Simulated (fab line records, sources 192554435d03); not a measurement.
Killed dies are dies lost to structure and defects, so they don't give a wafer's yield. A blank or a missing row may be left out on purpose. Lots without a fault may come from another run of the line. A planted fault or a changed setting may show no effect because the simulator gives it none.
Chamber matching | flow n5_finfet | N5_ILD0_CMP_03 on cmp-04: 4 sister chambers
The step polishes, stops on SiNx, t overpolish 1.9 s, target thk 197.38 nm. 17 wafers are shown with their chamber, then 8 later ones without.

WAFERS WITH THEIR CHAMBER
wafer  | chamber | motor_current_A (A) | time_to_endpoint_s (s) | overpolish_run_s (s)
L996.1 | 2       | 12.1                | 69                     | 1.902
L996.3 | 3       | 13.7                | 70                     | 1.910
L996.5 | 1       | 12.1                | 70                     | 1.892
L997.1 | 0       | 12.1                | 69                     | 1.902
L997.2 | 2       | 11.8                | 68                     | 1.896
L997.6 | 2       | 11.2                | 71                     | 1.897
L100.3 | 1       | 12.4                | 70                     | 1.898
L100.4 | 3       | 13.3                | 69                     | 1.890
L100.6 | 2       | 11.8                | 71                     | 1.891
L102.2 | 0       | 12.2                | 69                     | 1.894
L102.3 | 1       | 12.4                | 69                     | 1.928
L102.5 | 1       | 12.1                | 68                     | 1.905
L110.3 | 0       | 12.1                | 74                     | 1.901
L110.4 | 1       | 12.0                | 72                     | 1.883
L110.6 | 3       | 13.6                | 72                     | 1.892
L111.1 | 2       | 11.6                | 73                     | 1.891
L111.4 | 0       | 12.5                | 75                     | 1.917

SIGNATURES (means of the wafers above)
reading            | chamber 0 | chamber 1 | chamber 2 | chamber 3 | scatter within a chamber
motor_current_A    | 12.225    | 12.200    | 11.700    | 13.533    | 0.244
time_to_endpoint_s | 71.75     | 69.80     | 70.40     | 70.33     | 2.14
overpolish_run_s   | 1.90350   | 1.90120   | 1.89540   | 1.89733   | 0.0117
Rule: a wafer's distance from a chamber is the root of the sum, over the readings, of the square of ((its reading less the chamber's mean) divided by the reading's scatter). The wafer belongs to the nearest chamber; if the next one is less than 2 further off, it can't be placed. The scatter: the root of (the sum of the squares of (reading less its chamber's mean) over the shown wafers, divided by (wafers less chambers)).

WAFERS WITHOUT THEIR CHAMBER
wafer  | motor_current_A (A) | time_to_endpoint_s (s) | overpolish_run_s (s)
L111.6 | 14.1                | 71                     | 1.906
L112.1 | 13.4                | 72                     | 1.902
L112.4 | 12.6                | 78                     | 1.893
L114.1 | 13.4                | 76                     | 1.894
L114.4 | 12.5                | 75                     | 1.911
L114.5 | 12.0                | 72                     | 1.900
L117.4 | 11.5                | 81                     | 1.899
L117.5 | 12.1                | 74                     | 1.903

WHICH CHAMBER EACH WENT THROUGH
wafer  | from the rows above               | in truth
L111.6 | 3                                 | 3
L112.1 | 3                                 | 3
L112.4 | can't be placed: 0 or 1 or 2 or 3 | 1
L114.1 | 3                                 | 3
L114.4 | can't be placed: 0 or 1           | 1
L114.5 | can't be placed: 0 or 1 or 2      | 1
L117.4 | can't be placed: 2 or 0 or 1      | 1
L117.5 | can't be placed: 0 or 1 or 2      | 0
Placed correctly: 3 of 8. Can't be placed from these rows: 5 (the true chamber is among the candidates in 5). Placed wrongly: 0.
